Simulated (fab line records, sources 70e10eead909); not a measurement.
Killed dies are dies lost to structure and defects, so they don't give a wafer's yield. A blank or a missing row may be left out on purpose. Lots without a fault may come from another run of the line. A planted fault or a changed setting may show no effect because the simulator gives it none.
fab line records | flow nand_harc | part 1 of 2: steps 1 to 27 of 36
record lots=5 wafers=15 last_day=32
route steps=1302 shown A_M1@1194 A_BONDPAD@1202
lots that met no fault: from a run of the same line without faults
start_h: hours from the record's first day to the start of the lot's first wafer shown | wait_h: hours since the lot's step before | " the same as in the row above | L1.1+2: a row that stands for several wafers | - no value, or no start given | * or withheld: withheld | < > ~ a bound
route shown NAME@n: a module of which the file shows steps, and the number in the route of the first | usual: mean/standard deviation of fault-free wafers | same: alike in all rows | chamber/n: place in a boat | sites: the reading at each site | _std_site: their standard deviation | _edge_site: outer sites' mean less inner sites' | radius_mm: how far each site lies from the wafer's centre | mask NAME#n: copy n | behind: the tool/chamber that last shaped the wafer | hold: why the lot was held/for how many hours/how that ended | device: the transistor (n, p or np) that didn't switch | end of line: the same wafers' tests at the end of the route | a step without rows: its recipe alone | killed: dies lost to structure and defects at the first sort, not the wafer's yield | map: a wafer's dies, x killed, . not, _ none there
set.NAME: the setting as run; set.NAME@STEP: as run at that earlier step | model.NAME: the simulator's own value behind a step, which no gauge read
lots at some steps of the route; a table a step, a row a wafer
services: from which hour (start_h, from the record's first day; less than 0 if before it) a tool's chamber was out of use, for how many hours, and why
## steps
# step NHARC_A_M1_ANNEAL_31
# recipe temp_c=225 time_s=90
# usual wafer_temp_C_max=226.4/0.33
# columns lot.wafer tool chamber start_h wait_h wafer_temp_C_max
L077.1 rtp_anneal-02 0 551.09 - 225.9
L077.2 " 0 " " 226.2
L077.6 " 0 " " 226.6
L079.4 rtp_anneal-01 0 583.63 - 227.3
L079.5 " 0 " " 226.4
L079.6 " 0 " " 226.4
L089.2 rtp_anneal-02 0 673.37 0.3 226.1
L089.3 " 0 " " 226.4
L089.6 " 0 " " 226.7
L094.3 rtp_anneal-01 0 722.96 - 226.1
L094.4 " 0 " " 226.5
L094.6 " 0 " " 226.1
L095.1 rtp_anneal-01 0 737.80 - 227.1
L095.3 " 0 " " 226.9
L095.6 " 0 " " 226.3
# step NHARC_A_M1_CMP_23
# recipe t_overpolish_s=20 target_thk_nm=154.34
# usual motor_current_A=11.6/1.1 retaining_ring_pressure_frac=1.000/0.0048 time_to_endpoint_s=29.0/2.7
# columns lot.wafer tool chamber start_h wait_h motor_current_A retaining_ring_pressure_frac time_to_endpoint_s
L077.1 cmp-01 0 551.46 - 10.7 0.995 29.9
L077.2 " 2 " " 12.4 1.002 26.7
L077.6 " 3 " " 11.5 1.002 33.9
L079.4 cmp-02 1 583.90 - 11.6 1.002 30.9
L079.6 " 2 " " 11.3 1.003 32.4
L079.5 " 3 " " 11.8 1.000 31.4
L089.3 cmp-03 0 673.69 - 14.4 1.000 26.4
L089.2 " 2 " " 11.4 1.002 27.6
L089.6 " 0 " " 14.1 0.997 25.8
L094.4 cmp-03 1 723.23 - 11.1 1.005 24.3
L094.3 " 3 " " 10.3 0.996 30.5
L094.6 " 0 " " 14.1 1.004 25.2
L095.1 cmp-02 2 738.20 - 11.5 1.002 27.9
L095.3 " 3 " " 12.0 1.004 28.1
L095.6 " 0 " " 11.6 0.999 26.6
# step NHARC_A_M1_THK_MEAS_24
# recipe thk_meas_gauge=xrf
# usual thk_nm=154.3/1.4
# columns lot.wafer tool chamber start_h wait_h thk_nm
L077.1 film_metro-02 - 551.75 - 154.5
L077.2 " - " " 153.7
L077.6 " - " " 154.7
L079.4 film_metro-01 - 584.13 - 152.2
L079.5 " - " " 153.9
L079.6 " - " " 155.4
L089.2 film_metro-01 - 673.98 - 153.8
L089.3 " - " " 155.4
L089.6 " - " " 153.8
L094.3 film_metro-01 - 723.51 - 156.9
L094.4 " - " " 152.9
L094.6 " - " " 151.7
L095.1 film_metro-01 - 738.46 - 154.2
L095.3 " - " " 155.1
L095.6 " - " " 154.4
# step NHARC_A_M1_SRD_25
# columns lot.wafer tool chamber start_h wait_h
L077.1+6+2 wet_bench-08 6,0,1 551.79 0.0
L079.5+6+4 wet_bench-08 7,0,1 584.17 0.0
L089.3+6+2 wet_bench-10 7,1,3 674.02 0.0
L094.3+4+6 wet_bench-10 2,4,5 723.56 0.0
L095.3+6+1 wet_bench-08 3,4,6 738.50 0.0
# step NHARC_A_M1_INSPECT_27
# usual raw_defect_count=538/140
# columns lot.wafer tool chamber start_h wait_h raw_defect_count
L077.1 defect_inspect-02 - 551.90 0.0 580
L077.2 " - " " 593
L077.6 " - " " 758
L079.4 defect_inspect-01 - 584.29 0.0 720
L079.5 " - " " 713
L079.6 " - " " 592
L089.2 defect_inspect-02 - 674.14 0.0 383
L089.3 " - " " 420
L089.6 " - " " 368
L094.3 defect_inspect-01 - 723.67 0.0 503
L094.4 " - " " 381
L094.6 " - " " 434
L095.1 defect_inspect-01 - 738.62 0.0 616
L095.3 " - " " 602
L095.6 " - " " 679
# step NHARC_A_M1_PRE_CLEAN_32
# recipe time_s=12 temp_c=370 rf_power_w=300 gas=NH3
# usual heater_power_w=658/79
# columns lot.wafer tool chamber start_h wait_h heater_power_w
L077.2 pecvd-02 0 551.98 0.1 704
L077.1 " 1 " " 674
L077.6 " 2 " " 803
L079.6 pecvd-02 1 584.40 0.1 640
L079.5 " 2 " " 729
L079.4 " 0 " " 670
L089.2 pecvd-04 2 674.20 0.1 662
L089.3 " 0 " " 586
L089.6 " 0 " " 555
L094.3 pecvd-02 2 723.74 0.1 717
L094.6 " 2 " " 706
L094.4 " 0 " " 687
L095.1 pecvd-02 0 738.68 0.1 718
L095.3 " 1 " " 704
L095.6 " 1 " " 687
# step NHARC_A_M1_DEP_33
# recipe target_thk_a=300 temp_c=370 target_thk_nm=30 pressure_torr=3 flow_sccm=200 rf_w=450 material=SiCN
# usual heater_power_w=603/66
# columns lot.wafer tool chamber start_h wait_h heater_power_w
L077.2 pecvd-02 0 552.09 0.1 543
L077.1 " 1 " " 636
L077.6 " 2 " " 635
L079.6 pecvd-02 1 584.57 0.2 522
L079.5 " 2 " " 739
L079.4 " 0 " " 607
L089.2 pecvd-04 2 674.28 0.1 579
L089.3 " 0 " " 545
L089.6 " 0 " " 546
L094.3 pecvd-02 2 723.82 0.1 655
L094.6 " 2 " " 683
L094.4 " 0 " " 653
L095.1 pecvd-02 0 738.76 0.1 642
L095.3 " 1 " " 594
L095.6 " 1 " " 605
# step NHARC_A_BONDPAD_DEP_00
# recipe target_thk_a=2500 temp_c=370 target_thk_nm=250 pressure_torr=3 flow_sccm=200 rf_w=450 material=SiCN
# usual heater_power_w=601/100
# columns lot.wafer tool chamber start_h wait_h heater_power_w
L077.1 pecvd-02 1 - - 640
L077.2 " 0 " " 623
L077.6 " 0 " " 649
L079.6 pecvd-03 2 585.13 - 558
L079.4 " 0 " " 829
L079.5 " 1 " " 459
L089.2 pecvd-03 1 674.90 - 492
L089.3 " 0 " " 794
L089.6 " 1 " " 505
L094.3 pecvd-03 0 724.42 - 819
L094.4 " 2 " " 551
L094.6 " 0 " " 837
L095.1 pecvd-02 0 - - 594
L095.3 " 1 " " 613
L095.6 " 1 " " 612
# step NHARC_A_BONDPAD_CMP_29
# recipe target_thk_nm=200 material=SiCN
# usual motor_current_A=12.0/1.4 retaining_ring_pressure_frac=1.000/0.005
# columns lot.wafer tool chamber start_h wait_h motor_current_A retaining_ring_pressure_frac
L077.1 cmp-04 2 553.03 - 13.8 0.994
L077.2 " 0 " " 11.7 1.001
L077.6 " 1 " " 12.9 0.997
L079.4 cmp-01 2 585.47 - 13.0 0.990
L079.5 " 3 " " 11.1 1.003
L079.6 " 0 " " 11.6 0.994
L089.2 cmp-03 3 675.38 0.4 10.5 0.998
L089.3 " 0 " " 14.3 1.005
L089.6 " 0 " " 14.3 1.002
L094.4 cmp-04 3 724.83 - 12.9 0.995
L094.3 " 0 " " 11.0 0.998
L094.6 " 2 " " 15.0 0.994
L095.1 cmp-03 1 739.80 - 10.8 1.001
L095.3 " 2 " " 10.1 1.000
L095.6 " 0 " " 14.9 1.001
# step NHARC_A_BONDPAD_THK_MEAS_30
# recipe thk_meas_gauge=ellipsometry
# usual thk_nm=200.0/1.6
# columns lot.wafer tool chamber start_h wait_h thk_nm
L077.1 film_metro-02 - 553.26 0.2 200.8
L077.2 " - " " 200.8
L077.6 " - " " 201.1
L079.4 film_metro-02 - 585.65 0.2 199.2
L079.5 " - " " 201.4
L079.6 " - " " 198.8
L089.2 film_metro-02 - 675.63 0.2 200.9
L089.3 " - " " 200.1
L089.6 " - " " 198.9
L094.3 film_metro-02 - 725.03 0.2 199.2
L094.4 " - " " 197.0
L094.6 " - " " 199.5
L095.1 film_metro-01 - 740.00 0.2 198.1
L095.3 " - " " 198.3
L095.6 " - " " 200.0
# step NHARC_A_BONDPAD_SRD_31
# columns lot.wafer tool chamber start_h wait_h
L077.2+1+6 wet_bench-08 5,6,1 553.30 0.0
L079.6+5+4 wet_bench-10 3,4,7 585.69 0.0
L089.6+2+3 wet_bench-10 7,0,4 675.67 0.0
L094.3+6+4 wet_bench-08 3,5,0 725.07 0.0
L095.1+3+6 wet_bench-08 2,5,7 740.04 0.0
# step NHARC_A_BONDPAD_DEHYDRATE_01
# recipe temp_c=150 time_s=120
# columns lot.wafer tool chamber start_h wait_h
L077.1+2+6 litho_track-05 0 553.38 0.1
L079.4+5+6 litho_track-05 0 585.78 0.1
L089.2+3+6 litho_track-05 0 675.75 0.1
L094.3+4+6 litho_track-07 0 725.16 0.1
L095.1+3+6 litho_track-07 0 740.12 0.1
# step NHARC_A_BONDPAD_HMDS_02
# recipe time_s=30
# columns lot.wafer tool chamber start_h wait_h
L077.1+2+6 litho_track-05 0 - -
L079.4+5+6 litho_track-05 0 - -
L089.2+3+6 litho_track-05 0 - -
L094.3+4+6 litho_track-07 0 - -
L095.1+3+6 litho_track-07 0 - -
# step NHARC_A_BONDPAD_COAT_33
# recipe temp_c=200 time_s=65
# columns lot.wafer tool chamber start_h wait_h
L077.1+2+6 litho_track-05 0 - -
L079.4+5+6 litho_track-05 0 - -
L089.2+3+6 litho_track-05 0 - -
L094.3+4+6 litho_track-07 0 - -
L095.1+3+6 litho_track-07 0 - -
# step NHARC_A_BONDPAD_COAT_03
# recipe spin_rpm=2000 resist_thk_nm=600
# usual spin_speed_rpm=2000.0/1.6
# columns lot.wafer tool chamber start_h wait_h spin_speed_rpm
L077.1 litho_track-05 0 - - 2001.8
L077.2 " 0 " " 2002.0
L077.6 " 0 " " 2002.4
L079.4 litho_track-05 0 - - 1998.4
L079.5 " 0 " " 2000.0
L079.6 " 0 " " 2002.6
L089.2 litho_track-05 0 - - 2000.4
L089.3 " 0 " " 2000.0
L089.6 " 0 " " 2000.8
L094.3 litho_track-07 0 - - 2000.2
L094.4 " 0 " " 2000.3
L094.6 " 0 " " 2002.2
L095.1 litho_track-07 0 - - 1999.7
L095.3 " 0 " " 2003.8
L095.6 " 0 " " 2001.7
# step NHARC_A_BONDPAD_SOFTBAKE_04
# recipe temp_c=125 time_s=70
# columns lot.wafer tool chamber start_h wait_h
L077.1+2+6 litho_track-05 0 - -
L079.4+5+6 litho_track-05 0 - -
L089.2+3+6 litho_track-05 0 - -
L094.3+4+6 litho_track-07 0 - -
L095.1+3+6 litho_track-07 0 - -
# step NHARC_A_BONDPAD_EBR_05
# columns lot.wafer tool chamber start_h wait_h
L077.1+2+6 litho_track-05 0 - -
L079.4+5+6 litho_track-05 0 - -
L089.2+3+6 litho_track-05 0 - -
L094.3+4+6 litho_track-07 0 - -
L095.1+3+6 litho_track-07 0 - -
# step NHARC_A_BONDPAD_EXPOSE_06
# recipe na=0.55 dose_mj=36.99 mask_id=A_BPAD
# usual exposure_dose_mJ_cm2=37.15/0.2
# columns lot.wafer tool chamber start_h wait_h mask exposure_dose_mJ_cm2
L077.1 krf_scanner-03 0 553.54 - A_BPAD#0 37.02
L077.2 " 0 " " A_BPAD#0 36.95
L077.6 " 0 " " A_BPAD#0 37.00
L079.4 krf_scanner-03 0 586.08 - A_BPAD#0 36.98
L079.5 " 0 " " A_BPAD#0 36.99
L079.6 " 0 " " A_BPAD#0 36.99
L089.2 krf_scanner-04 0 676.05 - A_BPAD#0 37.35
L089.3 " 0 " " A_BPAD#0 37.31
L089.6 " 0 " " A_BPAD#0 37.42
L094.3 krf_scanner-04 0 725.46 - A_BPAD#0 37.41
L094.4 " 0 " " A_BPAD#0 37.40
L094.6 " 0 " " A_BPAD#0 37.35
L095.1 krf_scanner-04 0 740.29 - A_BPAD#0 37.33
L095.3 " 0 " " A_BPAD#0 37.32
L095.6 " 0 " " A_BPAD#0 37.37
# step NHARC_A_BONDPAD_PEB_07
# recipe peb_temp_c=128 peb_time_s=80
# columns lot.wafer tool chamber start_h wait_h
L077.1+2+6 litho_track-05 0 553.61 0.1
L079.4+5+6 litho_track-07 0 586.13 0.0
L089.2+3+6 litho_track-02 0 676.11 0.1
L094.3+4+6 litho_track-07 0 725.51 0.1
L095.1+3+6 litho_track-02 0 740.35 0.1
# step NHARC_A_BONDPAD_DEVELOP_08
# recipe time_s=50 dev_temp_c=22
# columns lot.wafer tool chamber start_h wait_h
L077.1+2+6 litho_track-05 0 - -
L079.4+5+6 litho_track-07 0 - -
L089.2+3+6 litho_track-02 0 - -
L094.3+4+6 litho_track-07 0 - -
L095.1+3+6 litho_track-02 0 - -
# step NHARC_A_BONDPAD_CD_MEAS_09
# recipe target_cd_nm=500 landing_energy_ev=500
# usual cd_nm=499.6/2.1
# columns lot.wafer tool chamber start_h wait_h cd_nm
L077.1 cd_sem-03 0 553.70 - 498.9
L077.2 " 0 " " 498.4
L077.6 " 0 " " 502.1
L079.4 cd_sem-03 0 586.22 - 503.8
L079.5 " 0 " " 501.9
L079.6 " 0 " " 502.0
L089.2 cd_sem-03 0 676.20 - 497.7
L089.3 " 0 " " 498.8
L089.6 " 0 " " 497.0
L094.3 cd_sem-03 0 725.60 - 501.4
L094.4 " 0 " " 500.7
L094.6 " 0 " " 499.3
L095.1 cd_sem-03 0 740.45 - 498.9
L095.3 " 0 " " 498.7
L095.6 " 0 " " 498.5
# step NHARC_A_BONDPAD_OVL_MEAS_35
# usual overlay_x_nm=0/6.3 overlay_y_nm=0/6.2
# columns lot.wafer tool chamber start_h wait_h overlay_x_nm overlay_y_nm
L077.1 overlay-01 - 553.78 - -1 9
L077.2 " - " " 0 9
L077.6 " - " " 0 9
L079.4 overlay-02 - 586.31 - -4 -7
L079.5 " - " " -4 -8
L079.6 " - " " -4 -7
L089.2 overlay-02 - 676.28 - 2 -2
L089.3 " - " " 2 -2
L089.6 " - " " 2 -2
L094.3 overlay-01 - 725.69 - 1 -12
L094.4 " - " " 0 -11
L094.6 " - " " 0 -12
L095.1 overlay-02 - 740.54 - -1 3
L095.3 " - " " -1 3
L095.6 " - " " -1 3
# step NHARC_A_BONDPAD_HARDBAKE_10
# recipe temp_c=118 time_s=65
# columns lot.wafer tool chamber start_h wait_h
L077.1+2+6 litho_track-02 0 553.83 0.0
L079.4+5+6 litho_track-05 0 586.36 0.1
L089.2+3+6 litho_track-05 0 676.33 0.0
L094.3+4+6 litho_track-05 0 725.74 0.0
L095.1+3+6 litho_track-05 0 740.58 0.0
# step NHARC_A_BONDPAD_DESCUM_11
# recipe time_s=3 o2_flow_sccm=200 ar_flow_sccm=0 bias_power_w=0 chemistry=O2
# usual drypump_motor_current_A=6.0/0.37 oes_product_au=1.000/0.0091 rf_vpp_V=57.9/0.84 showerhead_plenum_p_Torr=1.90/0.048 throttle_valve_pct=11.314/0.009
# columns lot.wafer tool chamber start_h wait_h drypump_motor_current_A oes_product_au rf_hours_counter_h rf_vpp_V showerhead_plenum_p_Torr throttle_valve_pct
L077.1 rie_diel-09 2 553.91 - 6.6 1.004 1 57.6 1.87 11.309
L077.2 " 1 " " 5.9 0.991 1 58.4 1.90 11.313
L077.6 " 2 " " 6.6 1.005 - 57.3 1.87 11.334
L079.4 rie_diel-09 0 586.44 - 5.9 1.021 2 57.6 1.95 11.305
L079.5 " 3 " " 6.0 0.997 - 56.9 1.88 11.311
L079.6 " 0 " " 5.9 1.010 - 56.9 1.95 11.302
L089.3 rie_diel-04 2 676.41 - 5.7 0.990 17 59.6 2.00 11.325
L089.2 " 3 " " 5.8 0.988 22 57.8 1.87 11.328
L089.6 " 3 " " 5.8 0.984 - 57.1 1.87 11.305
L094.4 rie_diel-09 2 725.81 - 6.6 1.009 1 58.1 1.87 11.302
L094.3 " 0 " " 5.9 0.986 1 58.2 1.95 11.305
L094.6 " 2 " " 6.6 1.011 - 58.3 1.87 11.304
L095.1 rie_diel-09 2 740.67 - 6.6 1.013 2 58.0 1.87 11.327
L095.3 " 0 " " 5.9 0.980 2 57.8 1.95 11.328
L095.6 " 2 " " 6.6 1.000 - 57.7 1.87 11.307
# step NHARC_A_BONDPAD_ETCH_34
# recipe target_depth_a=600 overetch_a=180 time_s=65.91 ion_energy_ev=200 n2_flow_sccm=150 h2_flow_sccm=150 ar_flow_sccm=0 rf_w=400 bias_w=150 chemistry=N2/H2
# usual bias_w=150.0/0.43 drypump_motor_current_A=6.0/0.37 oes_product_au=1.001/0.0088 rf_vpp_V=430.2/1.6 showerhead_plenum_p_Torr=2.02/0.051 throttle_valve_pct=14.171/0.0077
# columns lot.wafer tool chamber start_h wait_h bias_w drypump_motor_current_A oes_product_au rf_hours_counter_h rf_vpp_V showerhead_plenum_p_Torr throttle_valve_pct
L077.2 rie_diel-09 0 554.01 0.1 149.7 5.9 1.009 1 432.1 2.08 14.175
L077.1 " 1 " " 149.6 6.0 0.993 1 429.2 2.02 14.163
L077.6 " 3 " " 150.4 6.0 0.997 - 430.7 2.01 14.168
L079.4 rie_diel-09 3 586.51 0.1 149.8 6.0 1.002 2 428.9 2.01 14.169
L079.5 " 3 " " 149.9 6.0 1.000 - 428.8 2.01 14.184
L079.6 " 0 " " 149.7 5.9 1.009 - 432.6 2.08 14.165
L089.3 rie_diel-04 3 676.51 0.1 150.0 5.8 1.001 22 428.1 1.99 14.167
L089.2 " 2 " " 149.4 5.7 0.987 17 432.8 2.14 14.175
L089.6 " 3 " " 150.2 5.8 1.001 - 429.4 1.99 14.178
L094.3 rie_diel-09 2 725.89 0.1 149.9 6.6 1.017 1 429.5 1.99 14.174
L094.4 " 1 " " 150.4 6.0 1.005 2 430.8 2.02 14.167
L094.6 " 3 " " 150.2 6.0 1.001 - 427.8 2.01 14.171
L095.1 rie_diel-09 1 740.74 0.1 149.9 5.9 1.011 2 429.6 2.02 14.177
L095.3 " 2 " " 151.1 6.6 1.009 2 430.4 1.99 14.186
L095.6 " 1 " " 149.5 5.9 1.017 - 430.3 2.02 14.176
# step NHARC_A_BONDPAD_ETCH_12
# recipe target_depth_a=2200 time_s=110 chf3_flow_sccm=50 o2_flow_sccm=10 ar_flow_sccm=200 rf_w=500 bias_w=200 chemistry=CHF3/O2
# usual bias_w=200.0/0.62 drypump_motor_current_A=6.0/0.38 oes_product_au=0.951/0.023 rf_vpp_V=370.3/1.4 showerhead_plenum_p_Torr=2.38/0.054 throttle_valve_pct=20.573/0.0085
# columns lot.wafer tool chamber start_h wait_h bias_w drypump_motor_current_A oes_product_au rf_hours_counter_h rf_vpp_V showerhead_plenum_p_Torr throttle_valve_pct
L077.1 rie_diel-09 1 - - 199.5 6.0 0.976 1 370.6 2.39 20.570
L077.2 " 2 " " 200.6 6.6 0.969 1 370.4 2.35 20.576
L077.6 " 0 " " 200.1 5.9 0.968 - 372.6 2.45 20.570
L079.4 rie_diel-09 2 - - 199.9 6.6 0.962 2 368.4 2.35 20.574
L079.6 " 1 " " 199.2 6.0 0.953 - 370.7 2.38 20.579
L079.5 " 2 " " 199.4 6.6 0.963 - 369.1 2.35 20.564
L089.2 rie_diel-04 1 - - 200.3 5.6 0.920 22 367.2 2.29 20.583
L089.3 " 3 " " 199.8 5.8 0.929 22 369.8 2.35 20.575
L089.6 " 3 " " 199.9 5.8 0.926 - 370.3 2.34 20.582
L094.3 rie_diel-09 3 - - 198.9 6.0 0.951 1 371.4 2.37 20.569
L094.4 " 2 " " 200.9 6.6 0.979 1 370.4 2.35 20.560
L094.6 " 3 " " 198.8 6.1 0.963 - 371.0 2.37 20.567
L095.1 rie_diel-09 1 - - 200.3 6.0 0.965 2 370.7 2.38 20.577
L095.3 " 0 " " 199.1 5.9 0.968 2 373.7 2.44 20.569
L095.6 " 2 " " 199.2 6.6 0.961 - 369.5 2.35 20.568
# step NHARC_A_BONDPAD_CD_MEAS_13
# usual cd_nm=499.3/2.2
# columns lot.wafer tool chamber start_h wait_h cd_nm
L077.1 cd_sem-03 - 554.22 - 499.2
L077.2 " - " " 499.7
L077.6 " - " " 503.2
L079.4 cd_sem-03 - 586.75 - 502.4
L079.5 " - " " 501.9
L079.6 " - " " 501.6
L089.2 cd_sem-01 - 676.77 - 496.0
L089.3 " - " " 497.4
L089.6 " - " " 494.8
L094.3 cd_sem-03 - 726.13 - 500.5
L094.4 " - " " 501.7
L094.6 " - " " 499.9
L095.1 cd_sem-01 - 740.98 - 498.5
L095.3 " - " " 498.0
L095.6 " - " " 498.4
